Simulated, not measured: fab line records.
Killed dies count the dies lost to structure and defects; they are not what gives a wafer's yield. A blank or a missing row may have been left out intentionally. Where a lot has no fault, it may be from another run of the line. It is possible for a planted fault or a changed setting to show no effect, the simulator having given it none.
A struck lot beside a sound one :: flow n5 finfet :: 16 steps out of a route of 1938
Sound: wafers L187.2, L187.4, L187.6. Struck: wafer L195.1 (left out: L195.3, L195.6 of the same lot, which were not struck); the cause appears at the end.
At each step with rows: each side's tool, then ch and its chambers, then its first start. Under that, the readings that differ: sound wafers :: struck wafers :: difference of the means :: sigmas: that difference in standard deviations of wafers without a fault.
alike: readings whose means differ by less than 2 such deviations, and words and numbers that are the same on both sides. not compared: withheld readings, readings that some wafer has no value for, bounds like >300 that may hide the same value, and numbers for which the record gives no deviation and whose values overlap.
A row with sigmas, a row that says differs or no value, or rows on one side alone: a step with any of these is where the two part. Numbers that don't overlap but have no deviation are shown without sigmas and don't part them. Lack of a reading on every wafer of one side parts them only where that side has two or more wafers.

first, 1 step without rows for these wafers: N5_ILD0_CURE_02 (time 1800 s).
N5_ILD0_CMP_03: polishes, stops on SiNx, t overpolish 1.9 s, target thk 197.38 nm.
  sound on cmp-03 ch 0,3, day 6 07:26; struck on cmp-02 ch 2, day 8 09:47
  alike: motor current A, overpolish run s, time to endpoint s
N5_ILD0_THK_MEAS_04:
  sound on film metro-01 at day 6 07:44; struck on film metro-02 at day 8 10:02
  alike: thk nm
N5_ILD0_CMP_07: polishes SiO2 flowable, stops on poly-Si, t overpolish 1.18 s, target thk 138.88 nm.
  sound on cmp-01 ch 1,3, day 6 07:57; struck on cmp-03 ch 2, day 8 10:04
  alike: motor current A
N5_ILD0_THK_MEAS_08:
  sound on film metro-01 at day 6 08:13; struck on film metro-01 at day 8 10:22
  alike: thk nm
then, 1 step without rows for these wafers: N5_ILD0_PRECLEAN_10 (cleans in NF3:NH3, afs cycles 5, time 20 s, sublimation time 60 s).
N5_ILD0_ALD_15: deposits SiNx, target thk 24 nm, pulse time 1 s, ald cycles 480.
  sound on ald sin-02 ch 1,3, day 6 09:32; struck on ald sin-02 ch 1, day 8 11:05
  alike: heater power w, precursor pulse height rel
N5_ILD0_CMP_12: polishes SiNx, stops on poly-Si, t overpolish 6 s, target thk 17.67 nm.
  sound on cmp-02 ch 1,3, day 6 11:47; struck on cmp-03 ch 1, day 8 13:22
  alike: motor current A, overpolish run s, time to endpoint s
N5_ILD0_THK_MEAS_13:
  sound on film metro-01 at day 6 12:02; struck on film metro-02 at day 8 13:35
  alike: thk nm
N5_ILD0_INSPECT_06: inspects for defects (darkfield).
  sound on defect inspect-01 at day 6 12:04; struck on defect inspect-01 at day 8 13:36
  alike: raw defect count
N5_SDB_HM_DEP_00: deposits SiNx from SiH4/NH3/N2, target thk 40 nm, time 35.3 s.
  sound on pecvd-03 ch 0,1, day 6 12:06; struck on pecvd-02 ch 2, day 8 13:38
reading: showerhead plenum p Torr (Torr)
sound: 5.10 5.10 5.03
struck: 5.26
difference: +0.18
sigmas: +3
  alike: heater power w, throttle valve pct
then, 1 step without rows for these wafers: N5_SDB_COAT_03 (time 60 s, resist thk 100 nm).
N5_SDB_COAT_04: time 60 s, resist thk 18 nm.
  sound on litho track-02 ch 0, day 6 12:11; struck on litho track-02 ch 0, day 8 13:44
reading: heater power total W (W)
sound: 427.6 428.6 428.6
struck: 476.2
difference: +47.9
sigmas: +22

reading: run length s (s)
sound: 66.53 66.46 66.67
struck: 56.91
difference: -9.64
sigmas: -48
  alike: chill plate temp C, dispense pressure kPa
then, 1 step without rows for these wafers: N5_SDB_COAT_05 (resist thk 90 nm).
-- the record jumps here: 4 days lie between the struck wafers' starts before and after (it left off in module SDB and takes up again in module BEOL_M4, whose first step shown is number 1111 of the route) --
N5_BEOL_M4_RC_MEAS_101:
  sound on prober-02 ch 0, day 10 12:52; struck on prober-01 ch 0, day 12 23:02
  alike: DIBL_N, DIBL_P, IOFF_N, IOFF_P, ION_N, ION_P, SS_N, SS_P, VT_N, VT_P
-- record jumps: 4 days separate the struck wafers' starts on either side; left off in module BEOL_M4, taken up again in module PASSIVATION, whose first shown step is the route's number 1936 --
N5_PASSIVATION_PROBE_49:
  only the struck wafers here have rows in the record (prober-01, day 17 08:06); the sound ones have none

## WHERE THEY PART
Earliest at N5_SDB_HM_DEP_00; latest, in this record, at N5_PASSIVATION_PROBE_49.

WHY: whatever the simulator had introduced
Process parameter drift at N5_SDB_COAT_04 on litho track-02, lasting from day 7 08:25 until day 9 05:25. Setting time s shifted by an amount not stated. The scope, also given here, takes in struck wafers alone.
